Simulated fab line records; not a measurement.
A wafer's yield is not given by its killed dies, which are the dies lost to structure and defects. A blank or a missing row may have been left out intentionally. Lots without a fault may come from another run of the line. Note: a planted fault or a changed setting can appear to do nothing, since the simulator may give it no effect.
Which tool did it? / flow nand_harc / Sampling: 14 lots, 42 wafers, 5 of 1159 route steps

== WHAT THE GAUGES SHOWED, per wafer ==
NHARC_THIN_TSV_CD_MEAS_12: target cd 1000 nm.
lot=L129; measured=day 19 05:11; on=cd_sem-01; cd_nm (nm)=999.9 1001.0 998.4
lot=L128; measured=day 19 14:45; on=cd_sem-03; cd_nm (nm)=1001.5 1002.2 1001.1
lot=L127; measured=day 19 06:23; on=cd_sem-03; cd_nm (nm)=1003.6 1005.1 1001.0
lot=L131; measured=day 19 13:25; on=cd_sem-01; cd_nm (nm)=1002.2 1002.1 1000.7
lot=L130; measured=day 19 20:50; on=cd_sem-03; cd_nm (nm)=1001.6 1000.1 999.5
lot=L132; measured=day 19 22:02; on=cd_sem-01; cd_nm (nm)=1000.7 1000.5 1002.1
lot=L136; measured=day 20 21:25; on=cd_sem-01; cd_nm (nm)=1002.7 1003.7 1003.3
lot=L137; measured=day 20 22:36; on=cd_sem-01; cd_nm (nm)=999.7 1002.0 998.7
lot=L138; measured=day 21 22:17; on=cd_sem-01; cd_nm (nm)=1003.0 1001.2 1001.7
lot=L143; measured=day 21 23:22; on=cd_sem-01; cd_nm (nm)=999.6 1001.3 999.5
lot=L146; measured=day 23 07:11; on=cd_sem-03; cd_nm (nm)=998.2 999.4 998.9
lot=L149; measured=day 24 00:15; on=cd_sem-02; cd_nm (nm)=998.2 999.5 1002.3
lot=L148; measured=day 23 12:23; on=cd_sem-01; cd_nm (nm)=1003.1 1002.0 1000.6
lot=L150; measured=day 24 04:35; on=cd_sem-01; cd_nm (nm)=999.3 1000.1 1002.8

NHARC_END_SORT_01.
lot=L136; measured=day 21 17:55; on=prober-01; killed_at_array=80 15 83; killed_at_other=0 0 0; killed_at_periphery=4 8 3; killed_dies=84 23 86; killed_open=4 2 2; killed_short=1 0 1
lot=L138; measured=day 22 13:04; on=prober-02; killed_at_array=9 82 19; killed_at_other=0 0 0; killed_at_periphery=5 2 4; killed_dies=14 84 23; killed_open=2 2 10; killed_short=3 0 1

== WHAT TOOL EACH LOT RAN ON (gives the tool, then ch and the chambers of the sampled wafers, and finally the start) ==
lot=L129; NHARC_A_WL_FILL_ETCHBACK_17=rie_metal-03 ch 0,1, day 15 10:52; NHARC_THIN_TSV_CMP_01=cmp-01 ch 2,3, day 19 03:52; NHARC_THIN_TSV_STRIP_56=plasma_asher-01 ch 0,1, day 19 12:08
lot=L128; NHARC_A_WL_FILL_ETCHBACK_17=rie_metal-01 ch 0,1, day 15 19:24; NHARC_THIN_TSV_CMP_01=cmp-02 ch 0,2, day 19 13:27; NHARC_THIN_TSV_STRIP_56=plasma_asher-02 ch 0,1, day 19 21:40
lot=L127; NHARC_A_WL_FILL_ETCHBACK_17=rie_metal-02 ch 0,1, day 15 19:27; NHARC_THIN_TSV_CMP_01=cmp-03 ch 1,2,3, day 19 05:07; NHARC_THIN_TSV_STRIP_56=plasma_asher-01 ch 0,1, day 19 13:08
lot=L131; NHARC_A_WL_FILL_ETCHBACK_17=rie_metal-01 ch 0,1, day 16 07:19; NHARC_THIN_TSV_CMP_01=cmp-02 ch 2,3, day 19 12:13; NHARC_THIN_TSV_STRIP_56=plasma_asher-02 ch 0, day 19 19:56
lot=L130; NHARC_A_WL_FILL_ETCHBACK_17=rie_metal-02 ch 0,1, day 16 10:38; NHARC_THIN_TSV_CMP_01=cmp-02 ch 0,2,3, day 19 19:31; NHARC_THIN_TSV_STRIP_56=plasma_asher-02 ch 0,1, day 20 03:36
lot=L132; NHARC_A_WL_FILL_ETCHBACK_17=rie_metal-03 ch 0,1, day 16 17:23; NHARC_THIN_TSV_CMP_01=cmp-01 ch 0,1, day 19 20:42; NHARC_THIN_TSV_STRIP_56=plasma_asher-02 ch 0,1, day 20 05:39
lot=L136; NHARC_A_WL_FILL_ETCHBACK_17=rie_metal-02 ch 0,1, day 18 02:37; NHARC_THIN_TSV_CMP_01=cmp-03 ch 1,2,3, day 20 20:04; NHARC_THIN_TSV_STRIP_56=plasma_asher-01 ch 0,1, day 21 03:55
lot=L137; NHARC_A_WL_FILL_ETCHBACK_17=rie_metal-01 ch 0,1, day 18 02:40; NHARC_THIN_TSV_CMP_01=cmp-03 ch 1,2,3, day 20 21:18; NHARC_THIN_TSV_STRIP_56=plasma_asher-02 ch 0,1, day 21 05:27
lot=L138; NHARC_A_WL_FILL_ETCHBACK_17=rie_metal-02 ch 0,1, day 18 14:35; NHARC_THIN_TSV_CMP_01=cmp-02 ch 0,1, day 21 20:58; NHARC_THIN_TSV_STRIP_56=plasma_asher-02 ch 0,1, day 22 04:46
lot=L143; NHARC_A_WL_FILL_ETCHBACK_17=rie_metal-03 ch 0,1, day 19 02:31; NHARC_THIN_TSV_CMP_01=cmp-02 ch 0,1,3, day 21 22:13; NHARC_THIN_TSV_STRIP_56=plasma_asher-02 ch 0,1, day 22 05:53
lot=L146; NHARC_A_WL_FILL_ETCHBACK_17=rie_metal-03 ch 0,1, day 20 06:35; NHARC_THIN_TSV_CMP_01=cmp-03 ch 0,1,2, day 23 05:50; NHARC_THIN_TSV_STRIP_56=plasma_asher-01 ch 1, day 23 15:00
lot=L149; NHARC_A_WL_FILL_ETCHBACK_17=rie_metal-03 ch 0,1, day 20 18:14; NHARC_THIN_TSV_CMP_01=cmp-01 ch 0,1,3, day 23 22:59; NHARC_THIN_TSV_STRIP_56=plasma_asher-02 ch 1, day 24 07:11
lot=L148; NHARC_A_WL_FILL_ETCHBACK_17=rie_metal-01 ch 0,1, day 20 18:22; NHARC_THIN_TSV_CMP_01=cmp-03 ch 0,1,3, day 23 11:04; NHARC_THIN_TSV_STRIP_56=plasma_asher-01 ch 0,1, day 23 19:48
lot=L150; NHARC_A_WL_FILL_ETCHBACK_17=rie_metal-03 ch 0,1, day 20 21:37; NHARC_THIN_TSV_CMP_01=cmp-01 ch 0,1,2, day 24 03:16; NHARC_THIN_TSV_STRIP_56=plasma_asher-01 ch 0,1, day 24 11:17
- NHARC_A_WL_FILL_ETCHBACK_17: etches the open film in Cl2/BCl3, target depth 4 nm, time 26.7 s.
- NHARC_THIN_TSV_CMP_01: polishes.
- NHARC_THIN_TSV_STRIP_56: strips in O2.

== AS READ BY THE TOOLS THEMSELVES (means over the sampled wafers that have a number; for cases with no such wafer, the mark the record gives instead) ==
NHARC_A_WL_FILL_ETCHBACK_17.
lot=L129; tool=rie_metal-03; chamber_pressure_mTorr (mTorr)=9.999; drypump_motor_current_A (A)=5.2; oes_product_au (a.u.)=0.985
lot=L128; tool=rie_metal-01; chamber_pressure_mTorr (mTorr)=9.989; drypump_motor_current_A (A)=6.0; oes_product_au (a.u.)=1.002
lot=L127; tool=rie_metal-02; chamber_pressure_mTorr (mTorr)=10.004; drypump_motor_current_A (A)=4.9; oes_product_au (a.u.)=1.004
lot=L131; tool=rie_metal-01; chamber_pressure_mTorr (mTorr)=10.000; drypump_motor_current_A (A)=6.0; oes_product_au (a.u.)=0.999
lot=L130; tool=rie_metal-02; chamber_pressure_mTorr (mTorr)=9.998; drypump_motor_current_A (A)=4.9; oes_product_au (a.u.)=1.001
lot=L132; tool=rie_metal-03; chamber_pressure_mTorr (mTorr)=10.002; drypump_motor_current_A (A)=5.2; oes_product_au (a.u.)=0.987
lot=L136; tool=rie_metal-02; chamber_pressure_mTorr (mTorr)=9.995; drypump_motor_current_A (A)=4.9; oes_product_au (a.u.)=1.003
lot=L137; tool=rie_metal-01; chamber_pressure_mTorr (mTorr)=9.997; drypump_motor_current_A (A)=6.0; oes_product_au (a.u.)=1.005
lot=L138; tool=rie_metal-02; chamber_pressure_mTorr (mTorr)=9.998; drypump_motor_current_A (A)=4.9; oes_product_au (a.u.)=1.007
lot=L143; tool=rie_metal-03; chamber_pressure_mTorr (mTorr)=10.002; drypump_motor_current_A (A)=5.6; oes_product_au (a.u.)=0.989
lot=L146; tool=rie_metal-03; chamber_pressure_mTorr (mTorr)=9.994; drypump_motor_current_A (A)=5.2; oes_product_au (a.u.)=0.997
lot=L149; tool=rie_metal-03; chamber_pressure_mTorr (mTorr)=9.995; drypump_motor_current_A (A)=5.2; oes_product_au (a.u.)=0.999
lot=L148; tool=rie_metal-01; chamber_pressure_mTorr (mTorr)=9.992; drypump_motor_current_A (A)=6.0; oes_product_au (a.u.)=1.000
lot=L150; tool=rie_metal-03; chamber_pressure_mTorr (mTorr)=9.999; drypump_motor_current_A (A)=5.2; oes_product_au (a.u.)=1.000

NHARC_THIN_TSV_CMP_01.
lot=L129; tool=cmp-01; motor_current_A (A)=11.9; retaining_ring_pressure_frac=0.992
lot=L128; tool=cmp-02; motor_current_A (A)=11.3; retaining_ring_pressure_frac=0.997
lot=L127; tool=cmp-03; motor_current_A (A)=12.1; retaining_ring_pressure_frac=1.000
lot=L131; tool=cmp-02; motor_current_A (A)=11.8; retaining_ring_pressure_frac=1.000
lot=L130; tool=cmp-02; motor_current_A (A)=11.9; retaining_ring_pressure_frac=1.002
lot=L132; tool=cmp-01; motor_current_A (A)=13.0; retaining_ring_pressure_frac=1.008
lot=L136; tool=cmp-03; motor_current_A (A)=12.0; retaining_ring_pressure_frac=1.004
lot=L137; tool=cmp-03; motor_current_A (A)=12.2; retaining_ring_pressure_frac=1.000
lot=L138; tool=cmp-02; motor_current_A (A)=11.0; retaining_ring_pressure_frac=1.004
lot=L143; tool=cmp-02; motor_current_A (A)=12.0; retaining_ring_pressure_frac=0.997
lot=L146; tool=cmp-03; motor_current_A (A)=11.6; retaining_ring_pressure_frac=0.994
lot=L149; tool=cmp-01; motor_current_A (A)=12.3; retaining_ring_pressure_frac=1.000
lot=L148; tool=cmp-03; motor_current_A (A)=12.3; retaining_ring_pressure_frac=1.002
lot=L150; tool=cmp-01; motor_current_A (A)=12.3; retaining_ring_pressure_frac=0.999

NHARC_THIN_TSV_STRIP_56.
lot=L129; tool=plasma_asher-01; drypump_motor_current_A (A)=5.1; heater_power_w (W)=395
lot=L128; tool=plasma_asher-02; drypump_motor_current_A (A)=6.1; heater_power_w (W)=338
lot=L127; tool=plasma_asher-01; drypump_motor_current_A (A)=5.1; heater_power_w (W)=387
lot=L131; tool=plasma_asher-02; drypump_motor_current_A (A)=6.6; heater_power_w (W)=367
lot=L130; tool=plasma_asher-02; drypump_motor_current_A (A)=6.3; heater_power_w (W)=349
lot=L132; tool=plasma_asher-02; drypump_motor_current_A (A)=6.1; heater_power_w (W)=339
lot=L136; tool=plasma_asher-01; drypump_motor_current_A (A)=5.1; heater_power_w (W)=404
lot=L137; tool=plasma_asher-02; drypump_motor_current_A (A)=6.3; heater_power_w (W)=345
lot=L138; tool=plasma_asher-02; drypump_motor_current_A (A)=6.3; heater_power_w (W)=350
lot=L143; tool=plasma_asher-02; drypump_motor_current_A (A)=6.3; heater_power_w (W)=344
lot=L146; tool=plasma_asher-01; drypump_motor_current_A (A)=4.8; heater_power_w (W)=419
lot=L149; tool=plasma_asher-02; drypump_motor_current_A (A)=5.8; heater_power_w (W)=329
lot=L148; tool=plasma_asher-01; drypump_motor_current_A (A)=5.1; heater_power_w (W)=400
lot=L150; tool=plasma_asher-01; drypump_motor_current_A (A)=5.5; heater_power_w (W)=390

== THE ANSWER, worked out from the rows above alone ==
Rule: the usual values come from the lots themselves. Put in order of their means at a reading, lots are off if they are a third of the lots or fewer, leave a main group of 4 or more, and stand apart from it by a gap of 3 or more times the standard deviation of the main group's means; of several such gaps the widest counts. The tables above print the reading to a certain number of digits; a main group whose means all agree to those digits is not used. A lot without any number at a reading at which 4 lots or more have one is off too. The other lots that the step has rows for count as sound. After the gauges, taken in route order, come the tools' own readings; for these a lot's mean is taken, as printed above. The first step at which some lot is off is used, and at that step the reading that is off furthest; a lot without a number counts as furthest.
Nothing can be told from this: no lot is off at any reading shown.

== WHAT HAD BEEN PUT IN BY THE SIMULATOR ==
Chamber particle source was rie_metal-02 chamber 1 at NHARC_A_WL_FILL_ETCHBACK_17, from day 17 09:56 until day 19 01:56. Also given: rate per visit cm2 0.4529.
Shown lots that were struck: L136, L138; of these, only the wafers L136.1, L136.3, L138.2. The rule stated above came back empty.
